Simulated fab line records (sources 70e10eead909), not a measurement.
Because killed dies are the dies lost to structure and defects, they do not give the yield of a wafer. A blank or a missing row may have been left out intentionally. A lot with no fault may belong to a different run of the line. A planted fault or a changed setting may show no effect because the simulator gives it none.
Shared-tool check	flow nand harc	15 lots and 45 wafers in the sample

== WHY THIS WAS OPENED ==
On 3 of the 15 lots, a flag is raised at NHARC_P_CONTACT_INSPECT_27 on the reading raw defect count. Fault-free wafers read 295, with a standard deviation of 100.
Rule: a lot is flagged when every wafer of it that has a number lies more than 4 standard deviations from that mean, or none has a number. The other lots count as sound.

lot	measured	on	raw defect count, wafer by wafer	flag
L788	day 5 22:44	defect inspect-02	483 449 333	
L789	day 6 08:53	defect inspect-02	443 361 383	
L792	day 7 20:26	defect inspect-02	324 331 188	
L797	day 9 20:58	defect inspect-02	2383 2419 2371	FLAGGED
L798	day 10 01:16	defect inspect-01	2451 2324 2324	FLAGGED
L799	day 10 12:37	defect inspect-01	2384 2291 2277	FLAGGED
L802	day 12 00:13	defect inspect-02	510 367 170	
L801	day 12 00:37	defect inspect-01	233 160 226	
L803	day 12 07:56	defect inspect-02	218 364 349	
L804	day 12 19:13	defect inspect-02	267 297 188	
L805	day 13 10:25	defect inspect-01	135 204 204	
L807	day 13 22:53	defect inspect-01	243 365 162	
L809	day 14 15:41	defect inspect-02	440 310 347	
L810	day 15 10:54	defect inspect-02	147 259 192	
L811	day 15 17:20	defect inspect-02	322 220 269	
The mean of the flagged lots' numbers is 2358, +2063 from the usual (+21 standard deviations).

== TOOL THAT RAN EACH LOT ==
Before the reading, the record contains 3 process steps out of a 1302-step route. In each cell: the tool, then ch and the chambers that the sampled wafers went through, then the start.
lot	flag	NHARC_P_GATE_RTA_64	NHARC_P_CONTACT_ETCH_35	NHARC_P_CONTACT_CMP_24
L788		rtp anneal-01 ch 0, day 5 16:37	rie diel-01 ch 2,3, day 5 19:44	cmp-01 ch 0,3, day 5 22:21
L789		rtp anneal-02 ch 0, day 6 02:52	rie diel-01 ch 0,2, day 6 05:53	cmp-03 ch 0,2, day 6 08:30
L792		rtp anneal-01 ch 0, day 7 14:17	rie diel-05 ch 1,2,3, day 7 17:26	cmp-01 ch 1,3, day 7 20:02
L797	FLAGGED	rtp anneal-02 ch 0, day 9 14:41	rie diel-05 ch 1,2,3, day 9 17:57	cmp-03 ch 1,2,3, day 9 20:37
L798	FLAGGED	rtp anneal-01 ch 0, day 9 19:17	rie diel-01 ch 1,2,3, day 9 22:16	cmp-01 ch 0,2, day 10 00:52
L799	FLAGGED	rtp anneal-02 ch 0, day 10 06:31	rie diel-04 ch 1,2,3, day 10 09:38	cmp-02 ch 0,2, day 10 12:14
L802		rtp anneal-01 ch 0, day 11 17:35	rie diel-01 ch 0,3, day 11 20:49	cmp-01 ch 0,1,3, day 11 23:53
L801		rtp anneal-02 ch 0, day 11 18:29	rie diel-04 ch 0,1,3, day 11 21:37	cmp-02 ch 0,1,3, day 12 00:12
L803		rtp anneal-01 ch 0, day 12 01:50	rie diel-01 ch 1,2, day 12 04:49	cmp-01 ch 1,2, day 12 07:32
L804		rtp anneal-01 ch 0, day 12 13:11	rie diel-01 ch 0,1,2, day 12 16:13	cmp-03 ch 0,2,3, day 12 18:49
L805		rtp anneal-01 ch 0, day 13 04:13	rie diel-04 ch 1,2,3, day 13 07:24	cmp-02 ch 0,2, day 13 10:01
L807		rtp anneal-01 ch 0, day 13 16:41	rie diel-05 ch 1,2,3, day 13 19:53	cmp-02 ch 1,2,3, day 13 22:29
L809		rtp anneal-02 ch 0, day 14 09:40	rie diel-01 ch 1,3, day 14 12:42	cmp-02 ch 0,1,3, day 14 15:19
L810		rtp anneal-01 ch 0, day 15 04:48	rie diel-05 ch 2,3, day 15 07:54	cmp-03 ch 0,2,3, day 15 10:29
L811		rtp anneal-01 ch 0, day 15 10:55	rie diel-05 ch 0,1,2, day 15 14:21	cmp-01 ch 0,1,3, day 15 16:58
What is done by these steps:
- NHARC_P_GATE_RTA_64: time 1 s.
- NHARC_P_CONTACT_ETCH_35: etches the open film in CF4, target depth 39 nm, time 65 s.
- NHARC_P_CONTACT_CMP_24: polishes, t overpolish 30 s, target thk 200 nm.
- NHARC_P_CONTACT_INSPECT_27

== FLAGGED OVER TOTAL, TOOL BY TOOL (the gauges that took the reading come last) ==
step	tool	lots run	flagged	share of the flagged lots	sound lots run after its first flagged lot
NHARC_P_GATE_RTA_64	rtp anneal-01	10	1	some	7 (L802,L803,L804,L805,L807,L810,L811)
NHARC_P_GATE_RTA_64	rtp anneal-02	5	2	some	2 (L801,L809)
NHARC_P_CONTACT_ETCH_35	rie diel-01	7	1	some	4 (L802,L803,L804,L809)
NHARC_P_CONTACT_ETCH_35	rie diel-04	3	1	some	2 (L801,L805)
NHARC_P_CONTACT_ETCH_35	rie diel-05	5	1	some	3 (L807,L810,L811)
NHARC_P_CONTACT_CMP_24	cmp-01	6	1	some	3 (L802,L803,L811)
NHARC_P_CONTACT_CMP_24	cmp-02	5	1	some	4 (L801,L805,L807,L809)
NHARC_P_CONTACT_CMP_24	cmp-03	4	1	some	2 (L804,L810)
NHARC_P_CONTACT_INSPECT_27	defect inspect-01	5	2	some	3 (L801,L805,L807)
NHARC_P_CONTACT_INSPECT_27	defect inspect-02	10	1	some	6 (L802,L803,L804,L809,L810,L811)

== WHAT THE TABLE PERMITS ==
No row of the table ran every flagged lot.

== WHAT THE SIMULATOR HAD INSERTED ==
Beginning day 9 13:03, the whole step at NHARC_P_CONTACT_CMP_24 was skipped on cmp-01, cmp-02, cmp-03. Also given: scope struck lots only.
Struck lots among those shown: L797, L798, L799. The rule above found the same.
